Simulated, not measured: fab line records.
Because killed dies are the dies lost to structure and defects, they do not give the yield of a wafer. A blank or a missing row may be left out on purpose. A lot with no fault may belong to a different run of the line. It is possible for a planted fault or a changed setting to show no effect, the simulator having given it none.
Chamber matching    flow n5Finfet    N5_BEOL_M0_PRE_CLEAN_131 on cvdCo-01 has 3 sister chambers
The step time 15 s. 3 wafers are shown with their chamber, then 7 later ones without.

WAFERS WITH THEIR CHAMBER
wafer   chamber  heaterPowerW (W)
L765.3  1        82
L775.3  0        76
L776.4  2        70

WAFERS WITH NO CHAMBER GIVEN
wafer   heaterPowerW (W)
L776.5  81
L778.1  81
L778.2  73
L778.3  74
L782.1  81
L782.2  76
L782.4  73

WHICH CHAMBER EACH WENT THROUGH
wafer   from the rows above      in truth
L776.5  1                        1
L778.1  1                        1
L778.2  can't be placed: 0 or 2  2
L778.3  can't be placed: 0 or 2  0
L782.1  1                        1
L782.2  0                        0
L782.4  can't be placed: 0 or 2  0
Correctly placed: 4 of 7. Unplaceable from these rows: 3, with the true chamber sitting among the candidates in 3. Placed wrongly: 0.
How it was worked out, from the rows above alone: a wafer's distance from a chamber is the root of the sum, over the readings, of the square of ((its reading less the chamber's mean) divided by the reading's scatter). The wafer belongs to the nearest chamber; if the next one is less than 2 further off, it can't be placed. A chamber's mean is the mean of its shown wafers. The scatter (one wafer shown for each chamber): square how far every hidden wafer sits from the nearest shown wafer, average those squares and take the square root.
